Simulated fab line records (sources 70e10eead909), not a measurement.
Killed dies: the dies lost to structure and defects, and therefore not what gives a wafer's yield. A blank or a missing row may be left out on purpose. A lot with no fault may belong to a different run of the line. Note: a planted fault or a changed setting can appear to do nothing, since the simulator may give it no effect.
The tool behind it: which one? | flow nand harc | Sampling: 14 lots, 42 wafers, 4 of 1302 route steps

WHAT EACH GAUGE READ, for each wafer
NHARC_P_ZERO_WELL_CD_MEAS_52: target cd 2000 nm. Usual: cd nm 2000.1 nm, standard deviation 1.4.
lot  | measured     | on        | cd nm (nm)           | flag
L944 | day 2 01:36  | cd sem-02 | 2000.9 1998.1 1999.9 |
L945 | day 2 12:07  | cd sem-01 | 2001.5 2002.0 1999.3 |
L948 | day 3 17:56  | cd sem-02 | 1998.2 1999.6 1999.6 |
L949 | day 4 03:56  | cd sem-02 | 1998.8 2000.5 2001.1 |
L950 | day 4 13:58  | cd sem-01 | 2001.5 2002.1 1999.4 |
L951 | day 4 23:45  | cd sem-01 | 1997.7 1999.7 2001.4 |
L953 | day 5 19:55  | cd sem-03 | 1999.7 1999.6 2000.0 |
L954 | day 6 05:36  | cd sem-01 | 2000.4 1999.9 2001.5 |
L955 | day 6 15:50  | cd sem-01 | 2000.6 1999.2 1999.3 |
L962 | day 9 15:40  | cd sem-01 | 2001.6 1998.7 2000.5 |
L964 | day 10 10:25 | cd sem-01 | 1997.9 1998.7 1998.9 |
L965 | day 10 19:35 | cd sem-01 | 1999.7 2000.1 1999.5 |
L966 | day 11 05:57 | cd sem-02 | 1998.1 1998.9 1998.9 |
L967 | day 11 15:56 | cd sem-02 | 2001.7 2001.0 2000.8 |

NHARC_P_STI_CD_MEAS_09: target cd 200 nm. Usual: cd nm 199.4 nm, standard deviation 1.9.
lot  | measured     | on        | cd nm (nm)        | flag
L944 | day 2 20:59  | cd sem-01 | 199.2 198.2 204.3 |
L945 | day 3 08:05  | cd sem-03 | 201.2 202.7 200.7 |
L948 | day 4 12:34  | cd sem-01 | 199.2 201.2 200.5 |
L949 | day 4 21:20  | cd sem-01 | 197.4 196.9 197.6 |
L950 | day 5 09:32  | cd sem-01 | 199.0 198.0 201.1 |
L951 | day 5 17:32  | cd sem-03 | 199.5 196.1 197.0 |
L953 | day 6 13:58  | cd sem-03 | 200.9 198.1 199.9 |
L954 | day 7 00:17  | cd sem-01 | 195.8 194.1 194.4 |
L955 | day 7 10:26  | cd sem-03 | 200.6 202.1 200.7 |
L962 | day 10 11:31 | cd sem-01 | 202.3 200.2 201.4 |
L964 | day 11 06:25 | cd sem-03 | 199.7 201.9 198.6 |
L965 | day 11 13:23 | cd sem-01 | 200.7 199.7 203.4 |
L966 | day 11 22:59 | cd sem-03 | 201.9 200.2 203.3 |
L967 | day 12 11:40 | cd sem-03 | 196.5 197.4 197.6 |

NHARC_P_STI_OVL_MEAS_10. Usual: overlay x nm -1 nm, standard deviation 8.8; overlay y nm 2 nm, standard deviation 5.9.
lot  | measured     | on         | overlay x nm (nm) | overlay y nm (nm) | flag
L944 | day 2 21:04  | overlay-02 | -6 -7 -7          | 3 2 3             |
L945 | day 3 08:11  | overlay-01 | 15 16 16          | 6 5 5             |
L948 | day 4 12:38  | overlay-02 | 2 2 2             | -6 -7 -7          |
L949 | day 4 21:25  | overlay-01 | 10 10 10          | -1 -1 -1          |
L950 | day 5 09:38  | overlay-01 | 17 17 17          | 3 3 3             |
L951 | day 5 17:38  | overlay-02 | -2 -1 -2          | -1 -1 -1          |
L953 | day 6 14:03  | overlay-01 | 5 4 4             | 3 4 3             |
L954 | day 7 00:22  | overlay-02 | -10 -9 -9         | 6 6 6             |
L955 | day 7 10:31  | overlay-01 | -1 -1 -2          | 5 5 6             |
L962 | day 10 11:36 | overlay-02 | -4 -4 -4          | 7 7 7             |
L964 | day 11 06:30 | overlay-01 | 5 5 6             | 5 4 5             |
L965 | day 11 13:28 | overlay-01 | -11 -12 -11       | 5 5 6             |
L966 | day 11 23:04 | overlay-02 | -14 -14 -14       | 4 4 4             |
L967 | day 12 11:44 | overlay-01 | 13 12 12          | 5 5 5             |

WHICH TOOL RAN EACH LOT (tool, then ch and the chambers of the sampled wafers, then the start)
lot  | NHARC_P_STI_SOFTBAKE_04
L944 | litho track-07 ch 0, day 2 20:00
L945 | litho track-07 ch 0, day 3 07:00
L948 | litho track-02 ch 0, day 4 12:00
L949 | litho track-03 ch 0, day 4 20:00
L950 | litho track-02 ch 0, day 5 09:00
L951 | litho track-03 ch 0, day 5 17:00
L953 | litho track-02 ch 0, day 6 13:00
L954 | litho track-02 ch 0, day 6 23:00
L955 | litho track-07 ch 0, day 7 10:00
L962 | litho track-07 ch 0, day 10 11:00
L964 | litho track-02 ch 0, day 11 06:00
L965 | litho track-03 ch 0, day 11 13:00
L966 | litho track-03 ch 0, day 11 22:00
L967 | litho track-02 ch 0, day 12 11:00
- NHARC_P_STI_SOFTBAKE_04: time 70 s.

AS READ BY THE TOOLS THEMSELVES (means over the sampled wafers that have a number; for cases with no such wafer, the mark the record gives instead)
NHARC_P_STI_SOFTBAKE_04. Usual: heater power total W 200.7 W, standard deviation 1.3.
lot  | tool           | heater power total W (W) | flag
L944 | litho track-07 | 200.5                    |
L945 | litho track-07 | 201.1                    |
L948 | litho track-02 | 200.3                    |
L949 | litho track-03 | 200.7                    |
L950 | litho track-02 | 201.6                    |
L951 | litho track-03 | 200.4                    |
L953 | litho track-02 | 216.7                    | OFF
L954 | litho track-02 | 234.9                    | OFF
L955 | litho track-07 | 201.8                    |
L962 | litho track-07 | 200.1                    |
L964 | litho track-02 | 200.9                    |
L965 | litho track-03 | 200.6                    |
L966 | litho track-03 | 199.8                    |
L967 | litho track-02 | 200.1                    |

THE ANSWER, worked out from the rows above alone
Rule: a lot is off if the mean of its wafers that have a number lies more than 3 standard deviations from the usual mean. Also off: a lot with no number at a reading for which 4 or more lots have one. Any other lot the step has rows for is counted as sound. First the gauges in route order, then the tools' own readings, where a lot's mean is used as printed above. At the first step where some lot is off, the reading lying furthest off is the one used; lots without a number count as furthest.
Off: L953, L954 (NHARC_P_STI_SOFTBAKE_04, heater power total W).
If a tool, at that step or one of the process steps before it, ran each lot that is off and ran no sound lot following the first of them, it fits. Not one of the candidates tried fits.

WHAT THE SIMULATOR PUT IN
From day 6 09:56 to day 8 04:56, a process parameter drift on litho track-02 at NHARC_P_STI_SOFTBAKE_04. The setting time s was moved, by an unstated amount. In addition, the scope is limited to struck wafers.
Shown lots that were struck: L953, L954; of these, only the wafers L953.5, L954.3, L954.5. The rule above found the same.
